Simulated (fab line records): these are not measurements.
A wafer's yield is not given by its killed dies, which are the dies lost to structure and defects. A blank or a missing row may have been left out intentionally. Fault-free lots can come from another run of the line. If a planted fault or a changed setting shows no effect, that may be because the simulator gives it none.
Comparing a struck lot with a sound one | flow nand-harc | 14 out of 1302 route steps
Sound: wafers L480.2, L480.3, L480.5. The struck wafers were L472.3, L472.5. The cause is given at the end.
At each step with rows: each side's tool, then ch and its chambers, then its first start. Under that, the readings that differ: sound wafers | struck wafers | difference of the means | sigmas: that difference in standard deviations of wafers without a fault.
alike: words and numbers the same on both sides, and readings whose means are apart by under 2 such deviations; not compared: readings that were withheld, readings missing a value for some wafer, numbers with overlapping values and no deviation given by the record, and bounds like >300 which may hide the same value.
A row with sigmas, a row that says differs or no value, or rows on one side alone: a step with any of these is where the two part. Numbers that have no deviation but don't overlap get no sigmas and don't part them. Lack of a reading on every wafer of one side parts them only where that side has two or more wafers.

first, 1 step without rows for these wafers: NHARC_A_ONON_D1_DEP_12 (target thk 1000 nm).
NHARC_A_ONON_D1_THK_MEAS_14: measures by ellipsometry.
  struck on film-metro-02, day 11 22:45; sound on film-metro-02, day 15 16:53
  alike: thk-nm
then, 2 steps without rows for these wafers: NHARC_A_ONON_D1_ANNEAL_15 (time 3600 s); NHARC_A_ONON_D1_DEP_16 (target thk 1000 nm).
NHARC_A_ONON_D1_THK_MEAS_18: measures by ellipsometry.
  struck on film-metro-02, day 12 06:32; sound on film-metro-02, day 16 02:30
  alike: thk-nm
after that, 1 step with no rows for these wafers: NHARC_A_ONON_D1_DEP_19 (target thk 1000 nm).
NHARC_A_ONON_D1_THK_MEAS_21: measures by ellipsometry.
  struck on film-metro-01, day 12 07:06; sound on film-metro-01, day 16 03:04
  alike: thk-nm
after that, 1 step with no rows for these wafers: NHARC_A_ONON_D1_DEP_22 (target thk 1000 nm).
NHARC_A_ONON_D1_THK_MEAS_24: measures by ellipsometry.
  struck on film-metro-02, day 12 07:39; sound on film-metro-01, day 16 03:38
  alike: thk-nm
after that, 1 step with no rows for these wafers: NHARC_A_ONON_D1_DEP_25 (target thk 1000 nm).
NHARC_A_ONON_D1_THK_MEAS_27: measures by ellipsometry.
  struck on film-metro-02, day 12 08:13; sound on film-metro-02, day 16 04:14
  alike: thk-nm
NHARC_A_ONON_D1_DEP_28: target thk 1000 nm.
  sound on pecvd-onon-03 ch 0, day 16 04:20; struck on pecvd-onon-02 ch 0, day 12 08:35
NHARC_A_ONON_D1_THK_MEAS_30: measures by ellipsometry.
  struck on film-metro-02, day 12 09:10; sound on film-metro-01, day 16 04:47
  reading     | sound          | struck    | difference | sigmas
  thk-nm (nm) | 1002 1005 1003 | 1620 1618 | +616       | +71
  not compared: hold
NHARC_A_ONON_D1_DEP_33: deposits SiO2, target thk 200 nm.
  sound on pecvd-02 ch 0,1, day 16 04:51; struck on pecvd-01 ch 2, day 12 12:38
  reading            | sound             | struck                                            | difference                   | sigmas
  hold               | - - -             | await-dispo/3.4h/release await-dispo/3.4h/release | no value on the sound wafers |
  rf-fwd-power-W (W) | 902.9 901.1 899.3 | 894.6 895.0                                       | -6.3                         | -2
  alike: heater-power-w, throttle-valve-pct

## WHERE THEY PART
First at NHARC_A_ONON_D1_THK_MEAS_30; last, within this record, at NHARC_A_ONON_D1_DEP_33.

WHY: what had been put in by the simulator
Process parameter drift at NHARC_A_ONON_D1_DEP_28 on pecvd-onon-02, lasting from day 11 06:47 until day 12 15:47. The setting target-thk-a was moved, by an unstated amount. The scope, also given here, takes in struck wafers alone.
